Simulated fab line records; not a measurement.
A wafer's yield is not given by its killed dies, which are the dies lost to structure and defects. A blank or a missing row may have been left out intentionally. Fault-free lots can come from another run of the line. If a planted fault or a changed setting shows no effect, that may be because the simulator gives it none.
Matching of chambers    flow nand-harc    NHARC_A_CONTACT_ETCH_102 on rie-diel-05 has 4 sister chambers
The step etches the open film in CF4/O2, target depth 70 nm, overetch 7 nm, time 38.5 s. 8 wafers are shown with their chamber, then 8 later ones without.

WAFERS PAIRED WITH THEIR CHAMBERS
wafer   chamber  showerhead-plenum-p-Torr (Torr)  drypump-motor-current-A (A)
L074.6  1        1.31                             5.43
L084.1  1        1.31                             5.41
L085.3  2        1.39                             5.73
L085.6  3        1.43                             5.36
L087.2  3        1.42                             5.34
L087.3  0        1.26                             5.63
L087.4  2        1.39                             5.72
L090.1  0        1.26                             5.63

WAFERS WITH NO CHAMBER GIVEN
wafer   showerhead-plenum-p-Torr (Torr)  drypump-motor-current-A (A)
L090.3  1.42                             5.36
L090.5  1.26                             5.63
L095.2  1.30                             5.41
L095.3  1.42                             5.40
L095.6  1.42                             5.40
L096.3  1.39                             5.71
L096.4  1.30                             5.40
L096.6  1.25                             5.62

THE CHAMBER EACH PASSED THROUGH
wafer   from the rows above  in truth
L090.3  3                    3
L090.5  0                    0
L095.2  1                    1
L095.3  3                    3
L095.6  3                    3
L096.3  2                    2
L096.4  1                    1
L096.6  0                    0
Correctly placed: 8 of 8. Can't be placed from these rows: 0. 0 placed wrongly.
How it was worked out, from the rows above alone: a wafer's distance from a chamber is the root of the sum, over the readings, of the square of ((its reading less the chamber's mean) divided by the reading's scatter). If the next closest chamber is less than 2 further off than the closest, the wafer can't be placed; otherwise it belongs to the closest. For every chamber, the mean is computed from those of its wafers that are shown. The scatter: the root of (the sum of the squares of (reading less its chamber's mean) over the shown wafers, divided by (wafers less chambers)).
